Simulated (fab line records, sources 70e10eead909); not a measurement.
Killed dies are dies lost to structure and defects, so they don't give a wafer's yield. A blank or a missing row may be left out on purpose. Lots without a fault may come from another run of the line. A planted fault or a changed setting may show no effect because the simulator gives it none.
fab line records | flow nand_harc
record lots=24 wafers=72 last_day=34
route steps=1302 shown P_BONDPAD@367 A_CHANNEL_FILL_D1@506 A_CHANNEL_HOLE_D2@583 A_CHANNEL_FILL_D2@612
lots that met no fault: from a run of the same line without faults
start_h: hours from the record's first day to the start of the lot's first wafer shown | wait_h: hours since the lot's step before | " the same as in the row above | L1.1+2: a row that stands for several wafers | - no value, or no start given | * or withheld: withheld | < > ~ a bound
route shown NAME@n: a module of which the file shows steps, and the number in the route of the first | usual: mean/standard deviation of fault-free wafers | same: alike in all rows | chamber/n: place in a boat | sites: the reading at each site | _std_site: their standard deviation | _edge_site: outer sites' mean less inner sites' | radius_mm: how far each site lies from the wafer's centre | mask NAME#n: copy n | behind: the tool/chamber that last shaped the wafer | hold: why the lot was held/for how many hours/how that ended | device: the transistor (n, p or np) that didn't switch | end of line: the same wafers' tests at the end of the route | a step without rows: its recipe alone | killed: dies lost to structure and defects at the first sort, not the wafer's yield | map: a wafer's dies, x killed, . not, _ none there
set.NAME: the setting as run; set.NAME@STEP: as run at that earlier step | model.NAME: the simulator's own value behind a step, which no gauge read
steps of the route over a sample of lots; a table a step, a row a wafer
services: from which hour (start_h, from the record's first day; less than 0 if before it) a tool's chamber was out of use, for how many hours, and why
## steps
# step NHARC_P_BONDPAD_DESCUM_11
# recipe time_s=3 o2_flow_sccm=200 ar_flow_sccm=0 bias_power_w=0 chemistry=O2
# usual chamber_pressure_mTorr=59.99/0.053 drypump_motor_current_A=5.7/0.52 oes_product_au=0.997/0.0091 rf_vpp_V=57.8/0.78 showerhead_plenum_p_Torr=1.92/0.069 throttle_valve_pct=11.311/0.0091
# columns lot.wafer tool chamber start_h wait_h chamber_pressure_mTorr drypump_motor_current_A oes_product_au rf_hours_counter_h rf_vpp_V showerhead_plenum_p_Torr throttle_valve_pct
L074.2 rie_diel-02 0 135.66 - 60.02 5.1 0.998 5.5 56.9 1.82 11.304
L074.5 " 0 " " 60.02 5.1 0.995 - 58.5 1.82 11.316
L074.6 " 1 " " 60.05 6.1 0.983 - 59.0 2.00 11.316
L075.2 rie_diel-05 0 147.11 - 60.03 6.3 0.996 2.3 57.1 1.88 11.316
L075.1 " 1 " " 60.00 4.9 0.986 2.2 57.8 1.94 11.306
L075.5 " 3 " " 59.89 5.6 1.006 - 57.4 1.83 11.316
L076.4 rie_diel-03 3 159.01 - 60.06 6.1 0.990 2.1 58.1 1.82 11.320
L076.3 " 0 " " 59.93 5.4 0.995 2.2 58.4 1.95 11.294
L076.1 " 2 " " 59.93 5.9 1.001 1.6 58.6 1.94 11.319
L077.1 rie_diel-02 3 161.87 - 59.88 6.4 0.998 7.7 57.7 1.99 11.316
L077.4 " 1 " " 59.98 6.1 0.994 6.9 58.6 2.00 11.296
L077.5 " 3 " " 60.08 6.4 0.997 - 56.8 1.99 11.291
L079.2 rie_diel-05 3 185.65 - 60.03 5.6 1.007 3.4 56.1 1.83 11.292
L079.5 " 1 " " 59.92 4.9 0.988 - 58.9 1.94 11.311
L079.6 " 2 " " 60.07 5.5 1.019 - 57.3 2.03 11.310
L078.1 rie_diel-02 2 187.17 - 60.02 4.9 1.005 8.1 56.7 1.90 11.321
L078.2 " 1 " " 60.11 6.0 0.977 8.5 58.1 2.00 11.325
L078.5 " 2 " " 60.01 4.9 0.996 - 57.7 1.90 11.319
L080.1 rie_diel-03 2 205.93 - 59.98 5.9 1.002 3.6 57.1 1.94 11.309
L080.2 " 1 " " 60.05 6.0 0.996 4.2 57.4 1.92 11.302
L080.5 " 3 " " 59.91 6.1 0.995 - 56.4 1.82 11.315
L081.2 rie_diel-03 3 214.41 - 60.04 6.1 0.989 6.1 57.9 1.81 11.301
L081.4 " 0 " " 60.01 5.5 0.988 6.6 56.9 1.95 11.316
L081.1 " 2 " " 60.05 6.0 0.996 4.3 58.0 1.94 11.313
L082.3 rie_diel-02 2 215.29 - 60.00 4.9 0.992 9.0 57.6 1.90 11.321
L082.2 " 1 " " 59.98 6.1 0.995 9.5 58.4 2.00 11.299
L082.5 " 2 " " 59.99 4.9 1.009 - 58.9 1.90 11.311
L083.2 rie_diel-05 3 225.93 - 59.97 5.6 0.993 4.8 57.7 1.83 11.301
L083.5 " 1 " " 59.94 4.9 0.986 - 57.4 1.94 11.318
L083.6 " 2 " " 60.16 5.5 1.006 - 59.2 2.03 11.324
L084.1 rie_diel-03 3 234.60 - 59.97 6.1 1.002 8.0 57.4 1.81 11.321
L084.3 " 2 " " 59.95 6.0 1.002 6.3 59.1 1.94 11.315
L084.5 " 0 " " 59.96 5.5 0.992 - 57.6 1.95 11.306
L086.4 rie_diel-03 0 249.27 - 59.96 5.4 0.982 8.8 58.0 1.95 11.313
L086.5 " 2 " " 60.02 6.0 1.001 - 57.5 1.94 11.309
L086.6 " 3 " " 59.94 6.1 0.990 - 56.3 1.81 11.317
L085.2 rie_diel-02 0 255.10 - 59.95 5.1 0.990 1.7 57.2 1.82 11.313
L085.1 " 1 " " 60.02 6.0 1.006 1.4 57.6 2.00 11.295
L085.6 " 3 " " 60.02 6.4 1.010 - 58.2 1.99 11.305
L087.1 rie_diel-05 3 271.08 - 60.02 5.5 0.994 0.5 58.1 1.83 11.309
L087.3 " 0 " " 60.03 6.3 0.994 0.5 56.7 1.88 11.299
L087.5 " 1 " " 59.97 4.9 1.003 - 58.3 1.94 11.315
L089.3 rie_diel-05 2 280.87 - 59.98 5.5 1.007 0.6 58.6 2.03 11.302
L089.6 " 1 " " 60.04 4.9 0.983 - 56.4 1.94 11.316
L089.5 " 2 " " 60.03 5.5 1.005 - 57.8 2.03 11.311
L088.1 rie_diel-05 0 282.29 - 60.09 6.3 1.000 0.7 57.6 1.88 11.316
L088.3 " 2 " " 59.99 5.5 1.004 0.7 58.1 2.03 11.310
L088.6 " 0 " " 59.97 6.3 0.985 - 59.9 1.88 11.300
L090.3 rie_diel-05 0 301.84 - 59.92 6.3 0.989 1.8 58.1 1.88 11.310
L090.1 " 2 " " 59.98 5.5 1.006 2.0 57.6 2.03 11.311
L090.5 " 0 " " 60.02 6.3 0.985 - 58.6 1.88 11.321
L091.1 rie_diel-05 3 303.29 - 59.95 5.6 1.001 1.9 56.5 1.83 11.299
L091.3 " 1 " " 59.98 4.9 0.987 2.0 57.9 1.94 11.302
L091.6 " 3 " " 59.95 5.5 1.009 - 56.9 1.83 11.315
L092.4 rie_diel-05 2 314.84 - 59.99 5.5 1.000 2.3 58.3 2.03 11.303
L092.3 " 3 " " 59.87 5.6 0.985 2.2 55.8 1.83 11.307
L092.6 " 0 " " 59.96 6.3 0.980 - 57.9 1.88 11.312
L093.1 rie_diel-03 0 322.25 - 59.95 5.5 0.998 1.4 58.4 1.95 11.323
L093.4 " 1 " " 59.97 6.1 0.990 1.4 57.1 1.92 11.310
L093.6 " 1 " " 60.01 6.1 0.992 - 57.1 1.92 11.319
L094.3 rie_diel-03 2 343.16 - 60.07 5.9 0.994 2.1 57.8 1.94 11.315
L094.4 " 3 " " 59.92 6.1 1.003 2.0 57.5 1.81 11.322
L094.1 " 0 " " 60.00 5.4 1.005 2.1 57.2 1.95 11.298
L095.1 rie_diel-05 1 344.74 - 60.06 4.9 0.998 3.0 57.6 1.94 11.297
L095.4 " 2 " " 59.99 5.5 1.010 3.3 59.7 2.03 11.309
L095.5 " 0 " " 60.04 6.3 0.984 - 57.5 1.88 11.317
L096.3 rie_diel-02 0 359.26 - 60.09 5.1 0.997 6.1 59.0 1.82 11.319
L096.2 " 2 " " 60.02 4.9 1.012 7.8 57.5 1.90 11.315
L096.5 " 1 " " 60.04 6.0 1.002 - 58.5 2.00 11.308
L097.2 rie_diel-05 2 368.28 - 59.98 5.5 1.005 4.7 58.1 2.03 11.306
L097.4 " 3 " " 59.95 5.6 0.993 4.2 58.1 1.83 11.342
L097.5 " 1 " " 59.99 4.9 0.995 - 58.2 1.94 11.315
# step NHARC_P_BONDPAD_PVD_17
# recipe target_thk_a=50 bias_v=168.6 power_w=15000 chamber_pressure_pa=0.12 time_s=8.06 substrate_temp_c=50 material=TaN
# usual chamber_pressure_pa=0.12003/0.00025 throttle_valve_pct=29.4/0.9
# columns lot.wafer tool chamber start_h wait_h chamber_pressure_pa throttle_valve_pct
L074.2 pvd_sputter-02 - - - 0.12022 27.7
L074.6 " - " " 0.12005 29.2
L074.5 " - " " 0.11976 29.4
L075.2 pvd_sputter-01 - - - 0.12042 30.4
L075.1 " - " " 0.12021 30.8
L075.5 " - " " 0.12008 29.9
L076.4 pvd_sputter-03 - - - 0.11983 29.1
L076.3 " - " " 0.11967 28.5
L076.1 " - " " 0.11963 30.5
L077.1 pvd_sputter-01 - - - 0.12062 29.9
L077.4 " - " " 0.11995 30.9
L077.5 " - " " 0.12006 30.1
L079.2 pvd_sputter-03 - - - 0.12022 29.2
L079.6 " - " " 0.11945 29.2
L079.5 " - " " 0.12018 29.4
L078.1 pvd_sputter-03 - - - 0.11976 29.1
L078.2 " - " " 0.11987 29.7
L078.5 " - " " 0.12011 29.3
L080.1 pvd_sputter-03 - - - 0.11996 29.0
L080.2 " - " " 0.11995 28.7
L080.5 " - " " 0.11993 29.5
L081.4 pvd_sputter-03 - - - 0.12057 28.6
L081.1 " - " " 0.11992 29.8
L081.2 " - " " 0.11996 28.9
L082.2 pvd_sputter-02 - - - 0.11938 29.4
L082.3 " - " " 0.11989 30.1
L082.5 " - " " 0.12027 28.7
L083.2 pvd_sputter-02 - - - 0.12027 29.4
L083.6 " - " " 0.12006 27.6
L083.5 " - " " 0.12033 29.3
L084.1 pvd_sputter-02 - - - 0.12035 27.8
L084.3 " - " " 0.11995 29.6
L084.5 " - " " 0.12016 27.8
L086.4 pvd_sputter-03 - - - 0.12035 28.7
L086.5 " - " " 0.12001 29.4
L086.6 " - " " 0.12028 28.4
L085.2 pvd_sputter-03 - - - 0.12004 29.1
L085.1 " - " " 0.1199 29.6
L085.6 " - " " 0.12013 29.8
L087.3 pvd_sputter-01 - - - 0.12012 30.2
L087.1 " - " " 0.11978 31.2
L087.5 " - " " 0.1203 29.3
L089.3 pvd_sputter-03 - - - 0.1206 28.6
L089.6 " - " " 0.11998 29.2
L089.5 " - " " 0.1202 28.2
L088.1 pvd_sputter-03 - - - 0.11974 29.2
L088.3 " - " " 0.11971 28.6
L088.6 " - " " 0.1198 28.8
L090.1 pvd_sputter-02 - - - 0.1197 29.3
L090.3 " - " " 0.1203 29.8
L090.5 " - " " 0.12042 31.0
L091.1 pvd_sputter-03 - - - 0.12018 29.6
L091.3 " - " " 0.11961 30.0
L091.6 " - " " 0.11995 28.4
L092.3 pvd_sputter-02 - - - 0.12016 27.9
L092.4 " - " " 0.12017 29.9
L092.6 " - " " 0.11976 28.0
L093.1 pvd_sputter-02 - - - 0.11992 28.3
L093.4 " - " " 0.1202 29.4
L093.6 " - " " 0.12023 27.7
L094.1 pvd_sputter-02 - - - 0.12027 27.9
L094.3 " - " " 0.11971 29.3
L094.4 " - " " 0.11976 30.7
L095.1 pvd_sputter-03 - - - 0.11976 28.6
L095.4 " - " " 0.11989 29.2
L095.5 " - " " 0.12055 29.9
L096.3 pvd_sputter-01 - - - 0.11966 29.3
L096.2 " - " " 0.12005 31.5
L096.5 " - " " 0.12011 29.3
L097.4 pvd_sputter-02 - - - 0.12001 27.7
L097.2 " - " " 0.11976 29.7
L097.5 " - " " 0.11996 28.1
# step NHARC_A_CHANNEL_FILL_D1_THK_MEAS_06
# recipe thk_meas_gauge=ellipsometry
# usual thk_nm=5.1/0.92
# columns lot.wafer tool chamber start_h wait_h thk_nm
L074.2 film_metro-01 - 225.46 0.4 5.4
L074.5 " - " " 3.1
L074.6 " - " " 5.9
L075.1 film_metro-02 - 237.58 0.4 5.0
L075.2 " - " " 5.4
L075.5 " - " " 5.1
L077.1 film_metro-01 - 245.99 0.4 3.9
L077.4 " - " " 3.5
L077.5 " - " " 3.6
L076.1 film_metro-02 - 246.00 0.4 5.4
L076.3 " - " " 5.2
L076.4 " - " " 3.3
L078.1 film_metro-02 - 278.49 0.4 4.2
L078.2 " - " " 5.2
L078.5 " - " " 5.2
L079.2 film_metro-01 - 278.49 0.4 5.4
L079.5 " - " " 5.4
L079.6 " - " " 5.0
L080.1 film_metro-02 - 299.76 0.4 5.1
L080.2 " - " " 5.8
L080.5 " - " " 3.2
L081.1 film_metro-02 - 314.24 0.4 5.8
L081.2 " - " " 5.8
L081.4 " - " " 4.8
L083.2 film_metro-01 - 314.24 0.4 6.1
L083.5 " - " " 3.6
L083.6 " - " " 5.7
L082.2 film_metro-01 - 314.27 0.4 5.3
L082.3 " - " " 4.4
L082.5 " - " " 3.2
L084.1 film_metro-02 - 321.16 0.4 6.0
L084.3 " - " " 4.7
L084.5 " - " " 5.9
L086.4 film_metro-02 - 335.15 0.4 4.0
L086.5 " - " " 6.5
L086.6 " - " " 5.1
L085.1 film_metro-01 - 342.92 0.4 4.9
L085.2 " - " " 5.1
L085.6 " - " " 6.1
L087.1 film_metro-01 - 362.37 0.4 5.0
L087.3 " - " " 5.4
L087.5 " - " " 6.3
L088.1 film_metro-02 - 366.76 0.4 5.4
L088.3 " - " " 3.9
L088.6 " - " " 4.3
L089.3 film_metro-01 - 366.76 0.4 4.7
L089.5 " - " " 4.0
L089.6 " - " " 4.5
L091.1 film_metro-01 - 397.59 0.4 4.3
L091.3 " - " " 5.0
L091.6 " - " " 6.7
L090.1 film_metro-02 - 400.96 0.4 5.5
L090.3 " - " " 7.6
L090.5 " - " " 4.0
L093.1 film_metro-01 - 410.87 0.4 5.4
L093.4 " - " " 4.4
L093.6 " - " " 6.5
L092.3 film_metro-02 - 410.87 0.4 5.2
L092.4 " - " " 5.5
L092.6 " - " " 4.2
L094.1 film_metro-02 - 438.83 0.4 4.6
L094.3 " - " " 5.9
L094.4 " - " " 3.3
L095.1 film_metro-02 - 438.83 0.4 5.5
L095.4 " - " " 4.2
L095.5 " - " " 5.6
L096.2 film_metro-02 - 448.48 0.4 5.4
L096.3 " - " " 3.6
L096.5 " - " " 5.9
L097.2 film_metro-01 - 460.09 0.4 5.4
L097.4 " - " " 4.5
L097.5 " - " " 5.1
# step NHARC_A_CHANNEL_HOLE_D2_OVL_MEAS_11
# usual overlay_x_nm=0.0/0.8 overlay_y_nm=0.1/0.98
# columns lot.wafer tool chamber start_h wait_h overlay_x_nm overlay_y_nm
L074.2 overlay-02 - 294.40 - 0.2 0.5
L074.5 " - " " -0.5 0.9
L074.6 " - " " 0.7 0.5
L075.1 overlay-02 - 305.85 - 0.6 -0.7
L075.2 " - " " 0.7 -0.4
L075.5 " - " " 0.5 -1.0
L076.1 overlay-01 - 312.82 - -0.2 0.5
L076.3 " - " " 0.1 0.5
L076.4 " - " " -0.5 0.5
L077.1 overlay-01 - 314.12 - 0.3 0.0
L077.4 " - " " 0.3 0.0
L077.5 " - " " 0.6 0.3
L078.1 overlay-02 - 343.23 - 0.9 -0.2
L078.2 " - " " 0.8 -0.1
L078.5 " - " " 0.3 -0.3
L079.2 overlay-01 - 343.38 - 0.2 0.8
L079.5 " - " " 0.5 0.5
L079.6 " - " " -0.2 0.2
L080.1 overlay-02 - 361.56 - -1.2 -0.8
L080.2 " - " " -1.8 -0.7
L080.5 " - " " -1.4 -0.7
L081.1 overlay-01 - 375.21 - 0.6 0.5
L081.2 " - " " 0.6 0.6
L081.4 " - " " -0.6 1.1
L083.2 overlay-01 - 378.01 - -0.1 0.0
L083.5 " - " " -0.7 -0.3
L083.6 " - " " -0.4 -0.2
L082.2 overlay-01 - 379.94 - 0.6 -0.3
L082.3 " - " " -0.1 -0.5
L082.5 " - " " 0.3 -0.1
L084.1 overlay-01 - 385.12 - 0.4 1.1
L084.3 " - " " 0.7 1.6
L084.5 " - " " 0.4 0.6
L086.4 overlay-02 - 396.89 - 0.9 -1.1
L086.5 " - " " 1.0 -1.1
L086.6 " - " " 0.5 -1.2
L085.1 overlay-01 - 411.23 - 0.1 0.8
L085.2 " - " " -0.8 0.6
L085.6 " - " " 0.3 0.6
L089.3 overlay-01 - 435.24 - 0.8 -1.5
L089.5 " - " " 0.4 -1.2
L089.6 " - " " 0.5 -1.4
L088.1 overlay-02 - 436.30 - 0.8 -0.4
L088.3 " - " " 1.3 -0.1
L088.6 " - " " 0.9 0.0
L087.1 overlay-01 - 437.18 - -0.8 0.5
L087.3 " - " " -1.3 1.0
L087.5 " - " " -1.9 0.9
L090.1 overlay-01 - 460.04 - -1.6 1.8
L090.3 " - " " -1.2 1.0
L090.5 " - " " -1.9 1.6
L091.1 overlay-01 - 463.75 - -0.2 -1.4
L091.3 " - " " -0.5 -1.5
L091.6 " - " " 0.7 -1.8
L093.1 overlay-01 - 475.21 - -0.3 -0.5
L093.4 " - " " -0.5 -0.3
L093.6 " - " " 0.5 -1.0
L092.3 overlay-02 - 475.41 - 0.4 -1.0
L092.4 " - " " 0.1 -0.1
L092.6 " - " " 0.2 -0.8
L094.1 overlay-01 - 503.96 - -0.4 0.5
L094.3 " - " " -0.9 0.4
L094.4 " - " " -0.4 0.5
L095.1 overlay-02 - 504.26 - 0.4 0.7
L095.4 " - " " -0.5 0.7
L095.5 " - " " 0.5 0.7
L097.2 overlay-01 - 525.53 - -1.2 1.9
L097.4 " - " " -1.3 1.9
L097.5 " - " " -1.5 1.3
L096.2 overlay-01 - 526.28 - 1.2 1.6
L096.3 " - " " 0.6 1.8
L096.5 " - " " 1.2 1.6
# step NHARC_A_CHANNEL_FILL_D2_ALD_02
# recipe target_thk_a=60 pulse_time_s=10 ald_cycles=60 temp_c=300 material=SiO2
# usual heater_power_w=497/50 precursor_pulse_height_rel=0.998/0.019
# columns lot.wafer tool chamber start_h wait_h heater_power_w precursor_pulse_height_rel
L074.2 ald_hk-01 0 301.79 - 521 1.016
L074.6 " 1 " " 446 1.002
L074.5 " 2 " " 487 1.010
L075.1 ald_hk-03 2 315.75 - 498 1.007
L075.2 " 3 " " 618 0.995
L075.5 " 2 " " 499 1.032
L076.4 ald_hk-03 3 320.06 - 616 1.038
L076.1 " 0 " " 453 1.010
L076.3 " 1 " " 572 1.006
L077.1 ald_hk-03 0 321.45 - 458 0.981
L077.4 " 1 " " 560 1.011
L077.5 " 3 " " 621 1.021
L078.2 ald_hk-01 0 350.49 - 514 1.007
L078.1 " 1 " " 461 0.993
L078.5 " 3 " " 474 0.983
L079.2 ald_hk-01 0 350.92 - 516 0.972
L079.5 " 3 " " 485 1.006
L079.6 " 0 " " 511 0.986
L080.2 ald_hk-03 2 368.89 - 501 0.990
L080.1 " 3 " " 610 1.026
L080.5 " 1 " " 568 0.972
L081.2 ald_hk-03 3 382.38 - 605 0.987
L081.1 " 0 " " 453 1.006
L081.4 " 2 " " 503 0.980
L083.2 ald_hk-04 0 386.76 - 440 0.986
L083.6 " 1 " " 473 1.033
L083.5 " 2 " " 472 1.008
L082.3 ald_hk-04 3 390.86 - 467 1.003
L082.2 " 0 " " 439 0.996
L082.5 " 1 " " 473 0.989
L084.1 ald_hk-01 1 400.14 - 461 0.994
L084.3 " 0 " " 525 0.978
L084.5 " 1 " " 447 0.978
L086.4 ald_hk-04 3 406.58 - 471 1.025
L086.5 " 3 " " 481 1.014
L086.6 " 0 " " 443 0.975
L085.2 ald_hk-03 1 418.41 - 559 0.995
L085.1 " 2 " " 489 1.006
L085.6 " 1 " " 557 0.996
L089.3 ald_hk-04 2 444.45 - 447 0.987
L089.5 " 1 " " 507 1.010
L089.6 " 2 " " 440 0.986
L088.1 ald_hk-04 2 445.53 - 449 1.030
L088.3 " 3 " " 480 0.998
L088.6 " 0 " " 448 0.957
L087.3 ald_hk-04 3 448.71 - 461 0.989
L087.1 " 0 " " 443 1.009
L087.5 " 2 " " 452 0.976
L090.3 ald_hk-01 3 467.23 - 480 0.998
L090.1 " 1 " " 451 1.003
L090.5 " 0 " " 520 1.016
L091.3 ald_hk-01 0 472.11 - 526 0.996
L091.1 " 3 " " 483 1.002
L091.6 " 0 " " 521 0.987
L092.3 ald_hk-03 2 482.58 - 488 0.992
L092.4 " 0 " " 467 0.989
L092.6 " 2 " " 473 1.000
L093.1 ald_hk-04 1 484.81 - 499 0.997
L093.4 " 2 " " 452 0.970
L093.6 " 0 " " 444 0.977
L094.4 ald_hk-04 0 516.94 - 444 1.002
L094.1 " 1 " " 503 0.987
L094.3 " 2 " " 463 0.961
L095.4 ald_hk-01 3 517.58 - 512 0.993
L095.1 " 0 " " 510 1.008
L095.5 " 1 " " 435 1.039
L097.2 ald_hk-03 3 532.73 - 613 1.007
L097.4 " 1 " " 561 1.015
L097.5 " 3 " " 608 1.020
L096.3 ald_hk-01 2 533.88 - 525 1.031
L096.2 " 3 " " 502 0.982
L096.5 " 1 " " 432 0.954
# step NHARC_A_CHANNEL_FILL_D2_ETCHBACK_19
# recipe target_depth_a=50 time_s=1.7 hbr_flow_sccm=150 cl2_flow_sccm=50 rf_w=400 icp_w=400 bias_w=100 chemistry=HBr/Cl2
# usual chamber_pressure_mTorr=15.000/0.014 drypump_motor_current_A=5.6/0.47 he_backside_leak_sccm=2.8/0.31 oes_product_au=0.998/0.0093 throttle_valve_pct=26.406/0.0091
# columns lot.wafer tool chamber start_h wait_h chamber_pressure_mTorr drypump_motor_current_A he_backside_leak_sccm oes_product_au rf_hours_counter_h throttle_valve_pct
L074.2 rie_si-02 3 327.19 0.4 15.003 5.4 3.1 0.999 0.19 26.404
L074.5 " 2 " " 15.007 6.6 2.8 0.990 - 26.414
L074.6 " 3 " " 15.009 5.4 3.0 0.990 - 26.406
L076.1 rie_si-03 2 341.84 0.4 15.004 5.7 2.5 0.981 0.67 26.437
L076.3 " 3 " " 14.986 5.6 2.9 0.985 0.74 26.393
L076.4 " 0 " " 14.998 5.8 2.8 1.005 0.65 26.409
L075.2 rie_si-02 3 341.84 0.4 14.988 5.4 3.0 1.012 0.25 26.408
L075.1 " 1 " " 14.995 6.4 2.4 1.007 0.24 26.406
L075.5 " 0 " " 14.980 6.0 2.8 1.001 - 26.407
L077.4 rie_si-04 3 341.84 0.4 15.018 6.5 2.4 1.002 0.88 26.394
L077.1 " 0 " " 15.020 5.2 3.0 1.008 1.03 26.394
L077.5 " 0 " " 14.985 5.2 3.0 1.008 - 26.421
L078.2 rie_si-04 1 374.77 0.4 14.999 5.1 2.9 1.018 0.17 26.406
L078.1 " 2 " " 14.989 5.2 2.9 0.999 0.17 26.392
L078.5 " 2 " " 15.010 5.2 2.9 0.995 - 26.397
L079.2 rie_si-03 1 374.78 0.4 14.971 5.9 2.9 1.005 0.93 26.407
L079.6 " 0 " " 15.009 5.8 2.4 0.998 - 26.412
L079.5 " 1 " " 15.009 5.9 2.9 0.995 - 26.412
L080.2 rie_si-03 3 392.90 0.4 15.013 5.6 3.0 1.004 0.95 26.418
L080.1 " 1 " " 15.025 5.9 3.0 0.993 0.99 26.394
L080.5 " 3 " " 15.004 5.6 2.8 1.003 - 26.420
L081.1 rie_si-04 1 406.63 0.4 14.985 5.1 2.9 1.009 0.43 26.403
L081.2 " 2 " " 14.976 5.2 2.7 0.990 0.41 26.408
L081.4 " 0 " " 15.003 5.3 3.0 0.998 0.33 26.412
L083.2 rie_si-03 3 411.15 0.4 15.000 5.6 2.7 0.999 0 26.401
L083.5 " 3 " " 14.989 5.6 2.9 0.989 - 26.408
L083.6 " 0 " " 15.000 5.8 2.6 0.995 - 26.413
L082.3 rie_si-04 2 414.94 0.4 15.000 5.2 2.8 0.984 0.44 26.400
L082.2 " 1 " " 14.985 5.0 3.1 1.013 0.46 26.403
L082.5 " 2 " " 14.988 5.2 2.7 0.989 - 26.421
L084.3 rie_si-04 1 426.02 0.4 14.994 5.1 2.9 1.009 0.52 26.415
L084.1 " 0 " " 15.024 5.3 3.0 0.996 0.44 26.405
L084.5 " 2 " " 15.008 5.1 2.7 0.986 - 26.416
L086.4 rie_si-03 3 432.67 0.4 15.004 5.6 3.1 0.998 0.12 26.407
L086.5 " 2 " " 14.990 5.7 2.8 0.999 - 26.410
L086.6 " 3 " " 15.004 5.6 3.0 1.002 - 26.413
L085.1 rie_si-04 1 442.47 0.4 15.011 5.1 2.9 1.006 0.62 26.412
L085.2 " 3 " " 15.005 6.5 2.3 0.998 0.47 26.411
L085.6 " 1 " " 14.994 5.1 3.0 1.011 - 26.407
L089.3 rie_si-04 0 468.15 0.4 15.000 5.2 3.1 0.993 0.61 26.412
L089.6 " 3 " " 15.013 6.5 2.4 0.993 - 26.391
L089.5 " 0 " " 15.016 5.3 2.9 0.989 - 26.382
L088.1 rie_si-03 1 468.18 0.4 14.999 5.9 2.8 1.001 0.44 26.398
L088.3 " 2 " " 14.992 5.7 2.6 0.996 0.34 26.420
L088.6 " 1 " " 14.975 5.9 2.9 0.998 - 26.415
L087.1 rie_si-04 0 473.25 0.4 14.990 5.3 2.9 0.986 0.63 26.400
L087.3 " 1 " " 15.006 5.1 4.6 1.013 0.75 26.418
L087.5 " 1 " " 15.001 5.1 2.9 1.005 - 26.401
L090.1 rie_si-04 0 492.02 0.4 15.012 5.2 3.0 1.004 0.75 26.414
L090.3 " 2 " " 14.977 5.2 2.7 0.982 - 26.396
L090.5 " 2 " " 15.009 5.1 2.7 0.978 - 26.386
L091.1 rie_si-04 0 495.75 0.4 15.018 5.3 2.8 0.996 0.79 26.404
L091.3 " 2 " " 15.009 5.2 2.8 0.985 - 26.397
L091.6 " 2 " " 14.990 5.2 2.7 0.979 - 26.411
L092.4 rie_si-03 3 507.74 0.4 15.000 5.6 2.9 0.993 0.53 26.404
L092.3 " 0 " " 14.972 5.7 2.5 1.004 0.62 26.398
L092.6 " 2 " " 14.976 5.7 2.9 0.985 - 26.410
L093.1 rie_si-02 0 507.74 0.4 14.998 6.0 2.7 1.004 0.25 26.414
L093.6 " 3 " " 14.988 5.4 3.0 0.997 - 26.401
L093.4 " 2 " " 14.998 6.6 2.9 1.012 - 26.405
L095.1 rie_si-02 1 540.40 0.4 14.998 6.4 2.5 0.996 0.32 26.396
L095.4 " 2 " " 15.014 6.6 2.9 0.992 0.50 26.406
L095.5 " 2 " " 15.024 6.6 3.0 0.992 - 26.408
L094.4 rie_si-03 3 540.40 0.4 14.994 5.6 3.0 1.010 0.69 26.404
L094.1 " 1 " " 15.022 5.9 2.9 1.003 0.74 26.404
L094.3 " 2 " " 14.998 5.7 2.8 0.990 0.67 26.399
L096.2 rie_si-03 2 556.38 0.4 14.982 5.8 2.7 0.986 0.74 26.402
L096.3 " 0 " " 15.000 5.8 2.7 1.003 0.88 26.402
L096.5 " 2 " " 14.983 5.8 2.8 0.991 - 26.405
L097.4 rie_si-04 0 556.38 0.4 15.008 5.3 3.1 0.995 0.18 26.413
L097.2 " 1 " " 14.983 5.1 3.1 1.008 0.18 26.403
L097.5 " 0 " " 14.994 5.2 3.1 1.006 - 26.399
## services
# columns tool chamber start_h hours kind
rie_si-04 - 114.44 5.0 repair
pvd_sputter-03 - 137.19 3.6 repair
pvd_sputter-03 - 143.25 6.1 repair
rie_diel-05 0 158.03 16.1 repair
rie_si-04 - 165.00 9.0 pm
rie_diel-05 1 205.40 10.0 repair
pvd_sputter-03 - 221.56 6.7 repair
rie_diel-05 - 229.60 9.0 pm
rie_diel-05 3 257.40 6.3 repair
rie_diel-05 2 267.72 5.3 repair
pvd_sputter-03 - 322.28 5.8 repair
rie_diel-05 2 335.30 4.3 repair
rie_si-04 - 342.00 9.0 pm
pvd_sputter-03 - 348.24 10.0 pm
rie_si-04 3 351.36 7.6 repair
rie_si-04 0 357.46 7.4 repair
rie_diel-05 - 399.15 0.1 repair
rie_diel-05 - 406.60 9.0 pm
rie_diel-05 1 423.01 7.5 repair
rie_diel-05 2 433.29 2.0 repair
rie_si-04 3 485.25 17.9 repair
rie_si-04 1 488.14 14.9 repair
rie_si-04 1 517.56 8.1 repair
rie_si-04 - 519.00 9.0 pm
## key
fault none
